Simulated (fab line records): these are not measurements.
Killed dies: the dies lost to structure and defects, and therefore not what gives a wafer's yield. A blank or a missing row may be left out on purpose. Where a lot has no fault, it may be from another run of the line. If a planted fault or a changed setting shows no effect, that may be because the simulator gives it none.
fab line records    flow n5-finfet    part 2 of 2: steps 19 to 26 of 26
record lots=5  wafers=15  last-day=18
route steps=1938 shown BEOL_M4@1063
lots untouched by any fault: they come from a run of this same line in which no faults occurred
start-h: hours from the record's opening day to when the first of the lot's shown wafers began    wait-h: hours elapsed since this lot's preceding step    " unchanged from the row above    L1.1+2: several wafers, shown together as one row    - no value, or no start given    * or withheld: withheld    < > ~ a bound
route shown NAME@n: NAME is a module with steps in the file, n the number in the route of the first one    usual: mean/standard deviation of fault-free wafers    same: alike in all rows    chamber/n: place in a boat    sites: per-site readings    _std_site: the values' standard deviation    _edge_site: outer sites' mean less inner sites'    radius-mm: how far each site lies from the wafer's centre    mask NAME#n: copy n    behind: tool/chamber where the wafer was last shaped    hold: the reason the lot was held/the length of the hold in hours/how it ended    device: the transistor (n, p or np) that didn't switch    end of line: tests of these same wafers at the route's end    for a step that has no rows: nothing shown but its recipe    killed: at the first sort, the dies lost to defects and structure; wafer yield is something else    map: a wafer's dies, marking killed ones x, the rest . and places with no die _
set.NAME: the setting as run; set.NAME@STEP: as run at that earlier step    model.NAME: the simulator's own value behind a step, which no gauge read
a table for each step, a row for each wafer; lots at some steps of the route
services: when a tool's chamber went out of use (start-h, in hours from the record's first day, below 0 if earlier), for how many hours, and the reason
## steps
# step N5_BEOL_M4_ALD_84
# recipe material=TaN  target-thk-a=*  temp-c=275  ald-precursor-family=PDMAT  ald-co-reactant=NH3  pressure-torr=3  carrier-flow-sccm=1500  pulse-time-s=2  purge-time-s=3  co-reactant-purge-time-s=2  co-reactant-pulse-time-s=3  ald-cycles=30  precursor-vessel-temp-c=75  precursor-vessel-pressure-torr=26.25  precursor-vessel-carrier-sccm=1000
# usual chamber-pressure-Torr=3.000/0.0065  heater-power-outer-w=225/24  heater-power-w=410/44  susceptor-temp-C=275.00/0.18
# same co-reactant-pulse-time-s=3
lot.wafer  tool          chamber  start-h  wait-h  chamber-pressure-Torr  heater-power-outer-w  heater-power-w  susceptor-temp-C
L075.2     ald-metal-01  0        183.14   0.1     2.993                  179                   327             275.24
L075.3     "             3        "        "       2.990                  205                   338             274.77
L075.6     "             0        "        "       2.993                  179                   334             275.14
L080.3     ald-metal-03  3        226.96   0.0     3.001                  234                   419             274.80
L080.4     "             1        "        "       3.003                  203                   408             274.69
L080.5     "             0        "        "       3.011                  206                   382             275.01
L082.3     ald-metal-04  2        234.62   0.3     3.008                  242                   443             274.84
L082.4     "             1        "        "       3.003                  252                   451             275.08
L082.5     "             0        "        "       2.995                  235                   450             274.88
L088.3     ald-metal-01  1        268.30   0.1     2.997                  221                   408             275.13
L088.4     "             0        "        "       3.008                  174                   329             274.96
L088.6     "             3        "        "       3.013                  205                   349             275.09
L094.3     ald-metal-01  3        301.94   0.0     2.993                  207                   348             274.71
L094.5     "             2        "        "       3.013                  254                   476             274.83
L094.6     "             3        "        "       2.995                  207                   332             274.98
# step N5_BEOL_M4_SURFACE_TREAT_85
# recipe gas=Ar  time-s=*  ion-energy-ev=*  ion-current-ma-cm2=0.5  pressure-mtorr=*  ar-flow-sccm=30
# usual throttle-valve-pct=*
lot.wafer  tool            chamber  start-h  wait-h  throttle-valve-pct
L075.2     pvd-sputter-02  -        183.42   0.2     *
L075.3     "               -        "        "       *
L075.6     "               -        "        "       *
L080.3     pvd-sputter-03  -        227.28   0.2     *
L080.4     "               -        "        "       *
L080.5     "               -        "        "       *
L082.3     pvd-sputter-02  -        234.89   0.2     *
L082.4     "               -        "        "       *
L082.5     "               -        "        "       *
L088.3     pvd-sputter-01  -        268.62   0.2     *
L088.4     "               -        "        "       *
L088.6     "               -        "        "       *
L094.3     pvd-sputter-01  -        302.19   0.1     *
L094.5     "               -        "        "       *
L094.6     "               -        "        "       *
# step N5_BEOL_M4_CVD_47
# recipe material=Co  target-thk-a=30  temp-c=withheld  precursor=CCTBA/H2  pressure-torr=30  time-s=223.8
# usual chamber-pressure-Torr=30.01/0.055
lot.wafer  tool       chamber  start-h  wait-h  chamber-pressure-Torr
L075.2     cvd-co-02  1        183.48   0.0     30.07
L075.3     "          2        "        "       30.05
L075.6     "          0        "        "       30.02
L080.3     cvd-co-01  2        227.54   0.2     29.94
L080.4     "          0        "        "       30.04
L080.5     "          2        "        "       30.01
L082.3     cvd-co-01  0        235.04   0.1     30.00
L082.4     "          2        "        "       30.01
L082.5     "          1        "        "       29.99
L088.3     cvd-co-02  1        268.88   0.2     29.93
L088.4     "          2        "        "       30.01
L088.6     "          1        "        "       29.95
L094.3     cvd-co-02  0        302.32   0.1     29.96
L094.5     "          1        "        "       30.01
L094.6     "          2        "        "       30.11
# step N5_BEOL_M4_SPUTTER_48
# recipe material=Cu  target-thk-a=45  temp-c=-20  chamber-pressure-pa=0.07  power-w=withheld  time-s=8.29
# usual susceptor-temp-C=-20.01/0.11  throttle-valve-pct=30.0/1.1
lot.wafer  tool            chamber  start-h  wait-h  susceptor-temp-C  throttle-valve-pct
L075.2     pvd-sputter-02  -        183.64   0.1     -20.02            31.4
L075.3     "               -        "        "       -20.02            31.7
L075.6     "               -        "        "       -20.09            29.2
L080.3     pvd-sputter-02  -        227.78   0.2     -20.12            29.4
L080.4     "               -        "        "       -19.81            29.1
L080.5     "               -        "        "       -20.00            31.2
L082.3     pvd-sputter-02  -        235.37   0.3     -20.11            31.4
L082.4     "               -        "        "       -20.12            29.0
L082.5     "               -        "        "       -19.98            29.3
L088.3     pvd-sputter-03  -        269.04   0.1     -20.10            30.2
L088.4     "               -        "        "       -20.06            29.9
L088.6     "               -        "        "       -20.20            30.3
L094.3     pvd-sputter-02  -        302.49   0.1     -20.04            29.0
L094.5     "               -        "        "       -20.04            28.9
L094.6     "               -        "        "       -19.81            31.5
# step N5_BEOL_M4_ANNEAL_49
# recipe temp-c=400  time-s=240  ambient=vacuum
# usual heater-power-w=815/77  susceptor-temp-C=399.97/0.25
lot.wafer  tool            chamber  start-h  wait-h  heater-power-w  susceptor-temp-C
L075.2     pvd-sputter-02  -        183.72   0.0     1011            400.24
L075.3     "               -        "        "       812             399.68
L075.6     "               -        "        "       734             400.27
L080.3     pvd-sputter-02  -        227.86   0.0     755             399.73
L080.4     "               -        "        "       896             399.56
L080.5     "               -        "        "       809             400.01
L082.3     pvd-sputter-02  -        235.45   0.0     985             400.07
L082.4     "               -        "        "       890             399.86
L082.5     "               -        "        "       733             400.04
L088.3     pvd-sputter-03  -        269.12   0.0     755             399.86
L088.4     "               -        "        "       872             400.12
L088.6     "               -        "        "       865             399.95
L094.3     pvd-sputter-02  -        302.57   0.0     927             400.26
L094.5     "               -        "        "       899             400.24
L094.6     "               -        "        "       813             400.68
# step N5_BEOL_M4_SPUTTER_79
# recipe material=Cu  target-thk-a=45  temp-c=-20  chamber-pressure-pa=0.07  power-w=withheld  time-s=8.29
# usual susceptor-temp-C=-19.99/0.11  throttle-valve-pct=30.0/1.1
lot.wafer  tool            chamber  start-h  wait-h  susceptor-temp-C  throttle-valve-pct
L075.2     pvd-sputter-02  -        183.86   0.1     -19.85            31.5
L075.3     "               -        "        "       -19.99            31.7
L075.6     "               -        "        "       -19.82            29.4
L080.3     pvd-sputter-02  -        228.00   0.1     -20.01            29.4
L080.4     "               -        "        "       -20.11            29.1
L080.5     "               -        "        "       -19.91            31.5
L082.3     pvd-sputter-02  -        235.59   0.1     -19.96            31.3
L082.4     "               -        "        "       -19.96            29.0
L082.5     "               -        "        "       -19.89            29.4
L088.3     pvd-sputter-03  -        269.26   0.1     -19.93            30.1
L088.4     "               -        "        "       -19.86            30.0
L088.6     "               -        "        "       -20.16            29.9
L094.3     pvd-sputter-02  -        302.71   0.1     -19.84            28.8
L094.5     "               -        "        "       -19.87            29.0
L094.6     "               -        "        "       -20.12            31.5
# step N5_BEOL_M4_ANNEAL_80
# recipe temp-c=400  time-s=240  ambient=vacuum
# usual heater-power-w=817/78  susceptor-temp-C=400.02/0.22
lot.wafer  tool            chamber  start-h  wait-h  heater-power-w  susceptor-temp-C
L075.2     pvd-sputter-02  -        183.94   0.0     1016            399.84
L075.3     "               -        "        "       812             400.70
L075.6     "               -        "        "       738             399.98
L080.3     pvd-sputter-02  -        228.08   0.0     740             399.75
L080.4     "               -        "        "       889             399.98
L080.5     "               -        "        "       806             400.22
L082.3     pvd-sputter-02  -        235.67   0.0     992             400.20
L082.4     "               -        "        "       901             399.97
L082.5     "               -        "        "       744             399.94
L088.3     pvd-sputter-03  -        269.34   0.0     743             400.09
L088.4     "               -        "        "       890             399.82
L088.6     "               -        "        "       868             400.01
L094.3     pvd-sputter-02  -        302.79   0.0     925             400.20
L094.5     "               -        "        "       889             400.36
L094.6     "               -        "        "       796             399.85
# step N5_BEOL_M4_SPUTTER_81
# recipe material=Cu  target-thk-a=45  temp-c=-20  chamber-pressure-pa=0.07  power-w=withheld  time-s=8.29
# usual susceptor-temp-C=-19.99/0.1  throttle-valve-pct=30.0/1.1
lot.wafer  tool            chamber  start-h  wait-h  susceptor-temp-C  throttle-valve-pct
L075.2     pvd-sputter-02  -        184.08   0.1     -20.14            31.7
L075.3     "               -        "        "       -19.95            31.6
L075.6     "               -        "        "       -19.76            29.3
L080.3     pvd-sputter-02  -        228.22   0.1     -19.89            29.3
L080.4     "               -        "        "       -20.08            28.9
L080.5     "               -        "        "       -19.86            31.7
L082.3     pvd-sputter-02  -        235.81   0.1     -19.82            31.4
L082.4     "               -        "        "       -19.88            29.0
L082.5     "               -        "        "       -20.07            29.3
L088.3     pvd-sputter-03  -        269.48   0.1     -19.97            30.2
L088.4     "               -        "        "       -20.00            29.8
L088.6     "               -        "        "       -19.91            30.1
L094.3     pvd-sputter-02  -        302.93   0.1     -19.89            28.8
L094.5     "               -        "        "       -19.94            28.8
L094.6     "               -        "        "       -19.82            31.6
## services
tool            chamber  start-h  hours  kind
ald-metal-03    -        163.31   12.9   repair
ald-metal-04    -        182.90   2.8    pm
pvd-sputter-03  -        186.76   4.3    repair
cvd-co-02       -        191.85   0.4    repair
rie-diel-02     2        193.76   -      clean
rie-diel-02     2        193.76   -      consumable-replace:focus-ring
rie-diel-02     2        193.76   21.7   scheduled-down
rie-diel-02     2        193.76   21.7   vent-cycle
cvd-co-01       -        214.39   6.0    pm
ald-metal-01    -        221.14   25.1   repair
cvd-co-01       -        221.28   1.4    repair
rie-diel-05     3        226.36   1.8    repair
rie-diel-05     3        228.48   -      clean
rie-diel-05     3        228.48   -      consumable-replace:focus-ring
rie-diel-05     3        228.48   13.1   scheduled-down
rie-diel-05     3        228.48   13.1   vent-cycle
ald-metal-03    3        242.68   10.8   repair
ald-metal-03    0        245.07   17.8   repair
wet-bench-01    -        257.21   1.9    pm
ald-metal-04    -        258.43   1.5    repair
rie-diel-05     0        267.67   7.6    repair
wet-bench-01    -        268.35   1.2    repair
ald-metal-04    1        275.78   8.1    repair
cvd-co-02       -        288.86   4.3    pm
